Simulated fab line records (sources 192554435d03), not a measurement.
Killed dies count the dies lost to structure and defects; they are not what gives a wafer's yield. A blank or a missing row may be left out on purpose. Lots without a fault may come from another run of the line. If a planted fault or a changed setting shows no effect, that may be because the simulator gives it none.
fab line records	flow n5_finfet	part 1 of 2: steps 1 to 4 of 6
[record] lots = 24	wafers = 72	last_day = 18
route steps=1938 shown PMOS_HMC_CHANNEL_EPI@82 FIN_CUT@175 DUMMY_GATE@231
lots that met no fault: from a run of the same line without faults
start_h: start of the lot's first displayed wafer, in hours after the record's first day	wait_h: how many hours have passed since the lot's step before this one	" repeats the value in the row above	L1.1+2: one row covering several wafers at once	- no value present, or no start provided	* or withheld: withheld	< > ~ a bound
route shown NAME@n: NAME is a module with steps in the file, n the number in the route of the first one	usual: mean/standard deviation taken from wafers without a fault	same: alike in all rows	chamber/n: place in a boat	sites: per-site readings	_std_site: their standard deviation	_edge_site: the outer-site mean with the inner-site mean subtracted	radius_mm: how far each site lies from the wafer's centre	mask NAME#n: copy n	behind: the last tool/chamber to shape the wafer	hold: what put the lot on hold/how long, in hours/how the hold closed	device: the n, p or np transistor that did not switch	end of line: at the end of the route, the tests of the same wafers	where a step has no rows: the recipe by itself	killed: not the wafer's yield, but the dies lost to structure and defects at the first sort	map: a wafer's dies, marking killed ones x, the rest . and places with no die _
set.NAME: the setting as run; set.NAME@STEP: as run at that earlier step	model.NAME: the simulator's own value behind a step, which no gauge read
the route's steps for a sample of lots (tables are steps, rows are wafers)
services: when a tool's chamber went out of use (start_h, in hours from the record's first day, below 0 if earlier), for how many hours, and the reason
[[steps]]
[step N5_PMOS_HMC_CHANNEL_EPI_THK_MEAS_22]
[recipe] reads = SiGe30_of_PMOS_HMC_CHANNEL_EPI_EPI_20
[usual] HMC_CMP_THK = 53.8/0.65
lot.wafer	tool	chamber	start_h	wait_h	HMC_CMP_THK[nm]
L074.1	film_metro-01	-	20.07	-	53.5
L074.3	"	-	"	"	52.9
L074.6	"	-	"	"	53.7
L075.1	film_metro-02	-	27.11	-	54.5
L075.4	"	-	"	"	54.5
L075.5	"	-	"	"	54.8
L076.2	film_metro-01	-	31.99	-	54.0
L076.3	"	-	"	"	55.0
L076.6	"	-	"	"	54.3
L077.1	film_metro-01	-	37.88	-	54.1
L077.2	"	-	"	"	52.7
L077.4	"	-	"	"	54.0
L078.1	film_metro-01	-	44.43	-	54.7
L078.2	"	-	"	"	54.2
L078.6	"	-	"	"	54.8
L079.1	film_metro-02	-	50.71	-	54.3
L079.3	"	-	"	"	54.3
L079.5	"	-	"	"	54.6
L080.2	film_metro-01	-	56.54	-	54.5
L080.3	"	-	"	"	54.2
L080.4	"	-	"	"	53.4
L081.1	film_metro-01	-	63.73	-	53.5
L081.3	"	-	"	"	52.9
L081.6	"	-	"	"	53.4
L082.2	film_metro-02	-	68.66	-	54.7
L082.3	"	-	"	"	54.9
L082.6	"	-	"	"	54.2
L083.3	film_metro-01	-	74.41	-	53.5
L083.4	"	-	"	"	53.4
L083.5	"	-	"	"	53.3
L084.1	film_metro-02	-	80.04	-	53.2
L084.2	"	-	"	"	53.2
L084.5	"	-	"	"	52.8
L085.2	film_metro-01	-	87.03	-	54.1
L085.5	"	-	"	"	54.7
L085.6	"	-	"	"	54.6
L086.1	film_metro-02	-	92.48	-	53.7
L086.2	"	-	"	"	53.7
L086.5	"	-	"	"	53.9
L087.2	film_metro-02	-	99.46	-	54.0
L087.4	"	-	"	"	54.3
L087.6	"	-	"	"	52.9
L088.1	film_metro-02	-	104.36	-	53.4
L088.5	"	-	"	"	53.6
L088.6	"	-	"	"	53.5
L089.2	film_metro-01	-	111.20	-	53.1
L089.4	"	-	"	"	54.2
L089.6	"	-	"	"	53.7
L090.1	film_metro-01	-	116.92	-	53.4
L090.2	"	-	"	"	53.8
L090.6	"	-	"	"	53.6
L091.4	film_metro-01	-	122.50	-	53.1
L091.5	"	-	"	"	53.7
L091.6	"	-	"	"	53.7
L092.1	film_metro-02	-	127.84	-	53.3
L092.2	"	-	"	"	53.9
L092.4	"	-	"	"	54.0
L093.1	film_metro-02	-	135.13	-	53.6
L093.3	"	-	"	"	53.5
L093.4	"	-	"	"	53.4
L094.1	film_metro-01	-	140.56	-	52.6
L094.3	"	-	"	"	54.7
L094.6	"	-	"	"	54.6
L095.2	film_metro-02	-	145.92	-	53.5
L095.4	"	-	"	"	54.0
L095.5	"	-	"	"	53.5
L096.1	film_metro-02	-	152.14	-	53.6
L096.4	"	-	"	"	53.3
L096.5	"	-	"	"	53.9
L097.1	film_metro-01	-	157.19	-	53.7
L097.4	"	-	"	"	53.6
L097.6	"	-	"	"	53.3
[step N5_FIN_CUT_PRECLEAN_35]
[recipe] time_s = 13.3	temp_c = 45	pressure_torr = 125	p_hf_torr = 3	p_coreactant_torr = 25	chemistry = vHF
[usual] drypump_motor_current_A = 5.9/0.35	foreline_p_Torr = 0.1279/0.00036
lot.wafer	tool	chamber	start_h	wait_h	drypump_motor_current_A	foreline_p_Torr
L074.1	vapor_etch-02	0	27.90	0.0	6.3	0.1280
L074.3	"	0	"	"	6.3	0.1277
L074.6	"	1	"	"	6.0	0.1280
L075.1	vapor_etch-02	0	34.41	0.0	6.3	0.1282
L075.4	"	1	"	"	6.0	0.1280
L075.5	"	0	"	"	6.3	0.1277
L076.2	vapor_etch-02	0	40.30	0.0	6.3	0.1280
L076.3	"	1	"	"	6.0	0.1281
L076.6	"	0	"	"	6.3	0.1280
L077.1	vapor_etch-02	0	52.20	0.0	6.3	0.1282
L077.2	"	1	"	"	6.0	0.1274
L077.4	"	1	"	"	6.0	0.1275
L078.1	vapor_etch-02	1	56.88	0.0	6.0	0.1282
L078.2	"	0	"	"	6.3	0.1279
L078.6	"	0	"	"	6.3	0.1280
L079.1	vapor_etch-01	1	60.75	0.0	5.7	0.1278
L079.3	"	0	"	"	5.4	0.1279
L079.5	"	0	"	"	5.4	0.1277
L080.2	vapor_etch-01	0	65.74	0.0	5.5	0.1279
L080.3	"	1	"	"	5.6	0.1275
L080.4	"	0	"	"	5.4	0.1276
L081.1	vapor_etch-01	1	71.31	0.0	5.6	0.1282
L081.3	"	0	"	"	5.4	0.1279
L081.6	"	0	"	"	5.5	0.1278
L082.2	vapor_etch-02	1	76.52	0.0	6.0	0.1283
L082.3	"	0	"	"	6.3	0.1278
L082.6	"	1	"	"	6.0	0.1280
L083.3	vapor_etch-01	0	82.95	0.1	5.5	0.1278
L083.4	"	1	"	"	5.6	0.1275
L083.5	"	1	"	"	5.6	0.1278
L084.1	vapor_etch-01	0	88.01	0.0	5.4	0.1276
L084.2	"	1	"	"	5.6	0.1283
L084.5	"	1	"	"	5.6	0.1278
L085.2	vapor_etch-01	0	95.56	0.0	5.5	0.1276
L085.5	"	0	"	"	5.4	0.1280
L085.6	"	1	"	"	5.6	0.1268
L086.1	vapor_etch-02	1	101.58	0.0	6.0	0.1280
L086.2	"	0	"	"	6.4	0.1280
L086.5	"	0	"	"	6.3	0.1280
L087.2	vapor_etch-01	0	106.94	0.0	5.4	0.1281
L087.4	"	1	"	"	5.6	0.1274
L087.6	"	0	"	"	5.5	0.1279
L088.1	vapor_etch-02	0	112.12	0.0	6.3	0.1280
L088.5	"	0	"	"	6.3	0.1277
L088.6	"	1	"	"	6.0	0.1281
L089.2	vapor_etch-02	1	119.17	0.1	6.0	0.1278
L089.4	"	0	"	"	6.3	0.1277
L089.6	"	1	"	"	6.0	0.1279
L090.1	vapor_etch-01	1	125.81	0.0	5.6	0.1284
L090.2	"	0	"	"	5.4	0.1275
L090.6	"	0	"	"	5.4	0.1277
L091.4	vapor_etch-02	0	131.19	0.1	6.3	0.1273
L091.5	"	0	"	"	6.3	0.1276
L091.6	"	1	"	"	6.0	0.1276
L092.1	vapor_etch-02	0	135.57	0.0	6.3	0.1281
L092.2	"	1	"	"	6.0	0.1279
L092.4	"	1	"	"	6.1	0.1278
L093.1	vapor_etch-01	0	145.31	0.1	5.4	0.1281
L093.3	"	1	"	"	5.6	0.1285
L093.4	"	0	"	"	5.5	0.1282
L094.1	vapor_etch-01	0	150.36	0.0	5.4	0.1285
L094.3	"	0	"	"	5.4	0.1283
L094.6	"	1	"	"	5.6	0.1283
L095.2	vapor_etch-02	1	154.37	0.0	6.0	0.1278
L095.4	"	1	"	"	6.0	0.1284
L095.5	"	1	"	"	6.0	0.1279
L096.1	vapor_etch-02	0	159.96	0.1	6.3	0.1280
L096.4	"	0	"	"	6.3	0.1281
L096.5	"	0	"	"	6.3	0.1281
L097.1	vapor_etch-02	0	165.02	0.0	6.3	0.1282
L097.4	"	0	"	"	6.4	0.1283
L097.6	"	0	"	"	6.3	0.1282
[step N5_DUMMY_GATE_CD_MEAS_15]
[recipe] target_cd_nm = 25.8	landing_energy_ev = 500	detector = se_inlens
[usual] cd_nm = 25.07/0.25
lot.wafer	tool	chamber	start_h	wait_h	cd_nm
L074.1	cd_sem-02	0	46.62	-	24.95
L074.3	"	0	"	"	25.25
L074.6	"	0	"	"	24.63
L075.1	cd_sem-02	0	54.73	-	25.20
L075.4	"	0	"	"	25.02
L075.5	"	0	"	"	24.70
L076.2	cd_sem-01	0	59.86	-	24.86
L076.3	"	0	"	"	24.76
L076.6	"	0	"	"	24.79
L077.1	cd_sem-03	0	72.89	-	25.42
L077.2	"	0	"	"	24.70
L077.4	"	0	"	"	25.11
L078.1	cd_sem-03	0	76.93	-	25.01
L078.2	"	0	"	"	25.37
L078.6	"	0	"	"	25.42
L079.1	cd_sem-01	0	80.83	-	24.87
L079.3	"	0	"	"	25.35
L079.5	"	0	"	"	24.76
L080.2	cd_sem-03	0	85.74	-	24.89
L080.3	"	0	"	"	25.03
L080.4	"	0	"	"	24.71
L081.1	cd_sem-02	0	89.54	-	25.00
L081.3	"	0	"	"	24.69
L081.6	"	0	"	"	25.48
L082.2	cd_sem-01	0	94.83	-	25.03
L082.3	"	0	"	"	24.84
L082.6	"	0	"	"	25.16
L083.3	cd_sem-02	0	100.62	-	25.10
L083.4	"	0	"	"	25.28
L083.5	"	0	"	"	25.37
L084.1	cd_sem-01	0	106.37	-	25.35
L084.2	"	0	"	"	24.95
L084.5	"	0	"	"	25.19
L085.2	cd_sem-02	0	114.91	-	25.12
L085.5	"	0	"	"	25.39
L085.6	"	0	"	"	25.15
L086.1	cd_sem-02	0	119.27	-	25.09
L086.2	"	0	"	"	25.39
L086.5	"	0	"	"	24.90
L087.2	cd_sem-01	0	124.66	-	25.12
L087.4	"	0	"	"	25.27
L087.6	"	0	"	"	25.01
L088.1	cd_sem-02	0	130.24	-	24.84
L088.5	"	0	"	"	24.89
L088.6	"	0	"	"	25.14
L089.2	cd_sem-02	0	138.81	-	25.17
L089.4	"	0	"	"	25.69
L089.6	"	0	"	"	24.97
L091.4	cd_sem-02	0	151.60	-	24.97
L091.5	"	0	"	"	25.15
L091.6	"	0	"	"	24.58
L090.1	cd_sem-02	0	151.80	-	25.07
L090.2	"	0	"	"	24.42
L090.6	"	0	"	"	24.94
L092.1	cd_sem-01	0	159.50	-	25.35
L092.2	"	0	"	"	25.26
L092.4	"	0	"	"	24.88
L093.1	cd_sem-03	0	164.95	-	24.67
L093.3	"	0	"	"	25.21
L093.4	"	0	"	"	25.56
L095.2	cd_sem-03	0	172.99	-	25.11
L095.4	"	0	"	"	25.12
L095.5	"	0	"	"	24.91
L094.1	cd_sem-03	0	173.16	-	24.81
L094.3	"	0	"	"	25.03
L094.6	"	0	"	"	25.27
L096.1	cd_sem-03	0	180.86	-	25.07
L096.4	"	0	"	"	25.66
L096.5	"	0	"	"	25.47
L097.1	cd_sem-03	0	185.29	-	24.97
L097.4	"	0	"	"	25.22
L097.6	"	0	"	"	24.91
[step N5_DUMMY_GATE_DESCUM_20]
[recipe] chemistry = O2	time_s = 6.2	source_power_w = 50	bias_power_w = 20	pressure_mtorr = 20	rf_frequency_hz = 2.712e+07	temp_c = 40	resist = CAR-EUV	o2_flow_sccm = 225
[usual] drypump_motor_current_A = 5.8/0.53	oes_product_au = 0.80/0.091	rf_fwd_power_W = 49.67/0.16	rf_vpp_V = 243.8/1.2	showerhead_plenum_p_Torr = 2.13/0.062	throttle_valve_pct = 20.3/0.36
lot.wafer	tool	chamber	start_h	wait_h	drypump_motor_current_A	oes_product_au	rf_fwd_power_W	rf_hours_counter_h	rf_vpp_V	showerhead_plenum_p_Torr	throttle_valve_pct
L074.1	rie_diel-04	1	46.76	0.0	6.3	0.76	49.73	149	243.4	2.18	20.0
L074.3	"	2	"	"	5.8	0.76	49.47	111	245.4	2.21	20.8
L074.6	"	0	"	"	5.6	0.76	49.49	-	244.3	2.09	20.7
L075.1	rie_diel-02	2	54.90	0.1	6.6	0.70	49.58	247	243.8	2.13	20.1
L075.4	"	0	"	"	5.1	0.73	49.56	156	242.1	2.08	20.7
L075.5	"	0	"	"	5.1	0.73	49.49	-	242.6	2.08	20.7
L076.2	rie_diel-04	0	59.99	0.0	5.6	0.75	49.85	146	243.0	2.09	20.7
L076.3	"	2	"	"	5.7	0.76	49.52	114	244.2	2.21	20.8
L076.6	"	3	"	"	5.7	0.70	49.61	-	244.4	2.17	20.2
L077.1	rie_diel-02	2	73.03	0.0	6.7	0.71	49.61	253	244.1	2.13	20.1
L077.2	"	0	"	"	5.1	0.74	49.53	163	243.9	2.08	20.7
L077.4	"	2	"	"	6.6	0.70	49.56	-	242.3	2.13	20.1
L078.1	rie_diel-04	2	77.06	0.0	5.7	0.76	49.65	120	245.2	2.20	20.8
L078.2	"	3	"	"	5.7	0.71	49.86	219	244.3	2.17	20.3
L078.6	"	0	"	"	5.6	0.75	49.52	-	242.7	2.09	20.7
L079.1	rie_diel-02	0	80.97	0.0	5.1	0.74	49.69	166	242.1	2.08	20.8
L079.3	"	2	"	"	6.6	0.70	49.67	257	244.2	2.13	20.1
L079.5	"	2	"	"	6.6	0.70	49.74	-	244.4	2.13	20.1
L080.2	rie_diel-03	0	85.87	0.0	5.9	0.79	49.76	135	245.1	2.10	20.4
L080.3	"	1	"	"	6.0	0.78	49.99	140	243.7	2.01	20.5
L080.4	"	3	"	"	5.6	0.94	49.91	6	246.0	2.24	20.2
L081.1	rie_diel-04	3	89.67	0.0	5.8	0.70	49.59	223	244.6	2.17	20.3
L081.3	"	0	"	"	5.6	0.75	49.69	155	242.7	2.09	20.8
L081.6	"	0	"	"	5.6	0.74	49.94	-	243.0	2.09	20.8
L082.2	rie_diel-02	0	94.96	0.0	5.1	0.72	49.38	171	242.2	2.08	20.7
L082.3	"	3	"	"	6.6	0.99	49.67	3	245.8	2.23	20.2
L082.6	"	3	"	"	6.5	1.00	49.91	-	245.1	2.23	20.2
L083.3	rie_diel-02	0	100.74	0.0	5.1	0.72	49.49	174	243.8	2.08	20.7
L083.4	"	1	"	"	5.4	0.88	49.87	-	243.9	2.11	19.9
L083.5	"	0	"	"	5.1	0.72	49.66	-	242.6	2.08	20.7
L084.1	rie_diel-04	2	106.50	0.0	5.7	0.75	49.64	130	245.8	2.20	20.8
L084.2	"	3	"	"	5.7	0.70	49.59	229	245.0	2.16	20.3
L084.5	"	3	"	"	5.7	0.70	49.77	-	243.7	2.16	20.3
L085.2	rie_diel-02	2	115.04	0.0	6.6	0.98	49.52	2	243.7	2.13	19.7
L085.5	"	1	"	"	5.4	0.89	49.76	-	243.5	2.11	19.9
L085.6	"	0	"	"	5.1	0.71	49.56	-	243.6	2.07	20.8
L086.1	rie_diel-02	2	119.40	0.0	6.6	0.97	49.75	3	243.9	2.13	19.7
L086.2	"	3	"	"	6.6	0.96	49.49	11	244.6	2.23	20.2
L086.5	"	3	"	"	6.6	0.96	49.50	-	245.0	2.23	20.2
L087.2	rie_diel-03	3	124.79	0.0	5.6	0.91	49.54	16	246.8	2.24	20.2
L087.4	"	0	"	"	5.9	0.77	49.72	144	241.8	2.10	20.4
L087.6	"	0	"	"	5.9	0.78	49.61	-	243.4	2.10	20.4
L088.1	rie_diel-04	1	130.37	0.0	6.3	0.74	49.80	173	244.0	2.17	20.1
L088.5	"	1	"	"	6.3	0.75	49.52	-	244.9	2.17	20.1
L088.6	"	0	"	"	5.6	0.74	49.72	-	241.4	2.08	20.8
L089.2	rie_diel-04	2	139.19	0.3	5.7	0.75	49.22	138	243.8	2.20	20.8
L089.4	"	0	"	"	5.6	0.74	49.85	169	242.9	2.08	20.8
L089.6	"	2	"	"	5.7	0.74	49.75	-	244.5	2.20	20.8
L091.4	rie_diel-03	0	151.72	0.0	5.9	0.77	49.79	152	242.2	2.09	20.4
L091.5	"	0	"	"	5.9	0.76	49.83	-	244.1	2.09	20.4
L091.6	"	3	"	"	5.6	0.90	49.81	-	246.1	2.23	20.2
L090.1	rie_diel-02	0	151.93	0.0	5.1	0.71	49.62	190	242.2	2.07	20.8
L090.2	"	1	"	"	5.4	0.86	49.80	53	244.3	2.10	19.9
L090.6	"	2	"	"	6.7	0.93	49.79	-	244.7	2.12	19.7
L092.1	rie_diel-03	2	159.80	0.2	5.0	0.81	49.50	96	244.3	2.12	20.6
L092.2	"	1	"	"	6.0	0.75	49.79	161	241.4	2.00	20.6
L092.4	"	3	"	"	5.6	0.89	49.82	26	245.7	2.23	20.2
L093.1	rie_diel-02	2	165.09	0.0	6.6	0.91	49.89	18	243.1	2.12	19.7
L093.3	"	3	"	"	6.6	0.92	49.39	26	244.5	2.22	20.3
L093.4	"	1	"	"	5.4	0.85	49.53	58	242.7	2.10	19.9
L095.2	rie_diel-02	0	173.13	0.0	5.1	0.71	49.49	196	243.1	2.07	20.8
L095.4	"	1	"	"	5.4	0.86	49.94	59	243.6	2.10	19.9
L095.5	"	0	"	"	5.1	0.71	49.51	-	243.4	2.07	20.8
L094.1	rie_diel-02	0	173.34	0.1	5.1	0.71	49.52	196	242.9	2.07	20.8
L094.3	"	1	"	"	5.4	0.85	49.74	59	242.9	2.10	19.9
L094.6	"	1	"	"	5.4	0.85	49.71	-	243.3	2.10	19.9
L096.1	rie_diel-04	2	181.21	0.3	5.7	0.73	49.60	153	243.5	2.19	20.8
L096.4	"	0	"	"	5.6	0.72	49.47	-	241.8	2.08	20.8
L096.5	"	1	"	"	6.3	0.73	49.97	-	243.2	2.16	20.1
L097.1	rie_diel-02	0	185.43	0.0	5.1	0.69	49.40	201	242.0	2.07	20.8
L097.4	"	2	"	"	6.6	0.90	49.91	24	243.9	2.12	19.8
L097.6	"	3	"	"	6.6	0.90	49.73	-	245.4	2.22	20.3
